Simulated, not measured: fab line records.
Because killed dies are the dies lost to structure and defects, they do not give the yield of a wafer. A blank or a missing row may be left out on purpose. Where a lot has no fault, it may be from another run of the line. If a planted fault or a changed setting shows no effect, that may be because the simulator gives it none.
Chamber matching || flow n5Finfet || N5_BEOL_M5_ETCH_62 on rieDiel-06 has 4 sister chambers
The step etches SOC in N2/H2, target depth 75 nm, overetch 15 nm, time 112.5 s. 8 wafers are shown with their chamber, then 8 later ones without.

WAFERS, EACH WITH ITS CHAMBER
{"wafer": "L086.3", "chamber": 3, "drypumpMotorCurrentA (A)": 6.3, "throttleValvePct (%)": 18.02}
{"wafer": "L089.1", "chamber": 2, "drypumpMotorCurrentA (A)": 6.3, "throttleValvePct (%)": 17.72}
{"wafer": "L089.4", "chamber": 3, "drypumpMotorCurrentA (A)": 6.3, "throttleValvePct (%)": 18.02}
{"wafer": "L089.5", "chamber": 1, "drypumpMotorCurrentA (A)": 5.8, "throttleValvePct (%)": 17.81}
{"wafer": "L092.2", "chamber": 0, "drypumpMotorCurrentA (A)": 4.9, "throttleValvePct (%)": 17.82}
{"wafer": "L092.3", "chamber": 1, "drypumpMotorCurrentA (A)": 5.9, "throttleValvePct (%)": 17.82}
{"wafer": "L092.4", "chamber": 2, "drypumpMotorCurrentA (A)": 6.4, "throttleValvePct (%)": 17.72}
{"wafer": "L094.2", "chamber": 0, "drypumpMotorCurrentA (A)": 4.9, "throttleValvePct (%)": 17.83}

WAFERS WITH NO CHAMBER GIVEN
{"wafer": "L094.3", "drypumpMotorCurrentA (A)": 5.8, "throttleValvePct (%)": 17.82}
{"wafer": "L094.5", "drypumpMotorCurrentA (A)": 4.9, "throttleValvePct (%)": 17.85}
{"wafer": "L095.1", "drypumpMotorCurrentA (A)": 6.3, "throttleValvePct (%)": 18.04}
{"wafer": "L095.3", "drypumpMotorCurrentA (A)": 6.4, "throttleValvePct (%)": 17.75}
{"wafer": "L095.4", "drypumpMotorCurrentA (A)": 4.9, "throttleValvePct (%)": 17.85}
{"wafer": "L097.1", "drypumpMotorCurrentA (A)": 5.8, "throttleValvePct (%)": 17.83}
{"wafer": "L097.3", "drypumpMotorCurrentA (A)": 6.4, "throttleValvePct (%)": 17.76}
{"wafer": "L097.5", "drypumpMotorCurrentA (A)": 6.4, "throttleValvePct (%)": 17.77}

WHICH CHAMBER EACH ONE RAN IN
{"wafer": "L094.3", "from the rows above": 1, "in truth": 1}
{"wafer": "L094.5", "from the rows above": 0, "in truth": 0}
{"wafer": "L095.1", "from the rows above": 3, "in truth": 3}
{"wafer": "L095.3", "from the rows above": 2, "in truth": 2}
{"wafer": "L095.4", "from the rows above": 0, "in truth": 0}
{"wafer": "L097.1", "from the rows above": 1, "in truth": 1}
{"wafer": "L097.3", "from the rows above": 2, "in truth": 2}
{"wafer": "L097.5", "from the rows above": 2, "in truth": 2}
Correctly placed: 8 of 8. Number that these rows cannot place: 0. Number placed wrongly: 0.
How it was worked out, from the rows above alone: a wafer's distance from a chamber is the root of the sum, over the readings, of the square of ((its reading less the chamber's mean) divided by the reading's scatter). If the next closest chamber is less than 2 further off than the closest, the wafer can't be placed; otherwise it belongs to the closest. The mean given for a chamber averages the wafers shown for that chamber. The scatter: take each reading less its chamber's mean, square it, sum over the shown wafers, divide by the number of wafers less the number of chambers, and take the root.
